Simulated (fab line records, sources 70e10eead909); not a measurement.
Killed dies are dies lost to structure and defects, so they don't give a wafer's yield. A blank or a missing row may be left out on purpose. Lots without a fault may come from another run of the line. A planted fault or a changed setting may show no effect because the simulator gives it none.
A struck lot beside a sound one | flow nand_harc | 13 steps out of a route of 1302
Sound: wafers L816.4, L816.5, L816.6. Struck: wafers L809.2, L809.5. (L809.1 of the same lot was not struck and is left out.) The cause comes at the end.
At each step with rows: each side's tool, then ch and its chambers, then its first start. Under that, the readings that differ: sound wafers | struck wafers | difference of the means | sigmas: that difference in standard deviations of wafers without a fault.
alike: readings whose means differ by less than 2 such deviations, and words and numbers that are the same on both sides. not compared: withheld readings, readings that some wafer has no value for, bounds like >300 that may hide the same value, and numbers for which the record gives no deviation and whose values overlap.
The two part at a step that has a row with sigmas, a row that says differs or no value, or rows on one side only. Numbers that don't overlap but have no deviation are shown without sigmas and don't part them. A reading that every wafer of one side lacks parts them only if that side has two wafers or more.

first, 1 step without rows for these wafers: NHARC_A_STAIRCASE_TRIM_220 (chemistry O2, time 211.2 s).
NHARC_A_STAIRCASE_ETCH_221: etches the open film in C4F8/O2, target depth 100 nm, time 40.5 s.
  sound on rie_diel-04 ch 2,3; struck on rie_diel-04 ch 0,3
  alike: oes_product_au, rf_vpp_V
  not compared: rf_hours_counter_h
then, 2 steps without rows for these wafers: NHARC_A_STAIRCASE_TRIM_222 (chemistry O2, time 211.2 s); NHARC_A_STAIRCASE_ETCH_223 (etches the open film in C4F8/O2, target depth 100 nm, time 40.5 s).
NHARC_A_STAIRCASE_TRIM_224: chemistry O2, time 211.2 s.
  sound on rie_diel-04 ch 0,1; struck on rie_diel-04 ch 0,3
  alike: drypump_motor_current_A, oes_product_au, rf_vpp_V, showerhead_plenum_p_Torr, throttle_valve_pct
  not compared: rf_hours_counter_h
NHARC_A_STAIRCASE_ETCH_225: etches the open film in C4F8/O2, target depth 100 nm, time 40.5 s.
  sound on rie_diel-04 ch 0,1,3; struck on rie_diel-04 ch 0,1
  alike: oes_product_au, rf_vpp_V
  not compared: rf_hours_counter_h
NHARC_A_STAIRCASE_TRIM_226: chemistry O2, time 211.2 s.
  sound on rie_diel-04 ch 0,3; struck on rie_diel-04 ch 1,3
  alike: drypump_motor_current_A, oes_product_au, rf_vpp_V, showerhead_plenum_p_Torr, throttle_valve_pct
  not compared: rf_hours_counter_h
then, 1 step without rows for these wafers: NHARC_A_STAIRCASE_ETCH_227 (etches the open film in C4F8/O2, target depth 100 nm, time 40.5 s).
NHARC_A_STAIRCASE_TRIM_229: chemistry O2, time 211.2 s.
  sound on rie_diel-04 ch 0,1,2, day 25 10:08; struck on rie_diel-04 ch 1,2, day 22 01:03
  alike: drypump_motor_current_A, oes_product_au, rf_vpp_V, showerhead_plenum_p_Torr, throttle_valve_pct
  not compared: rf_hours_counter_h
then, 2 steps without rows for these wafers: NHARC_A_STAIRCASE_ETCH_230 (etches the open film in C4F8/O2, target depth 100 nm, time 40.5 s); NHARC_A_STAIRCASE_TRIM_231 (chemistry O2, time 211.2 s).
NHARC_A_STAIRCASE_ETCH_232: etches the open film in C4F8/O2, target depth 100 nm, time 40.5 s.
  sound on rie_diel-04 ch 1,2,3, day 25 10:34; struck on rie_diel-04 ch 0,3, day 22 01:29
  reading               | sound             | struck      | difference | sigmas
  oes_product_au (a.u.) | 0.954 0.937 0.933 | 1.261 1.265 | +0.322     | +21
  alike: rf_vpp_V
  not compared: rf_hours_counter_h
then, 1 step without rows for these wafers: NHARC_A_STAIRCASE_TRIM_233 (chemistry O2, time 211.2 s).

WHERE THEY PART
Only at NHARC_A_STAIRCASE_ETCH_232, within this record.

WHY: what the simulator had put in
Process parameter drift: rie_diel-04, from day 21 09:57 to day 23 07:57, at NHARC_A_STAIRCASE_ETCH_232. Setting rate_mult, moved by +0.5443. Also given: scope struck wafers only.
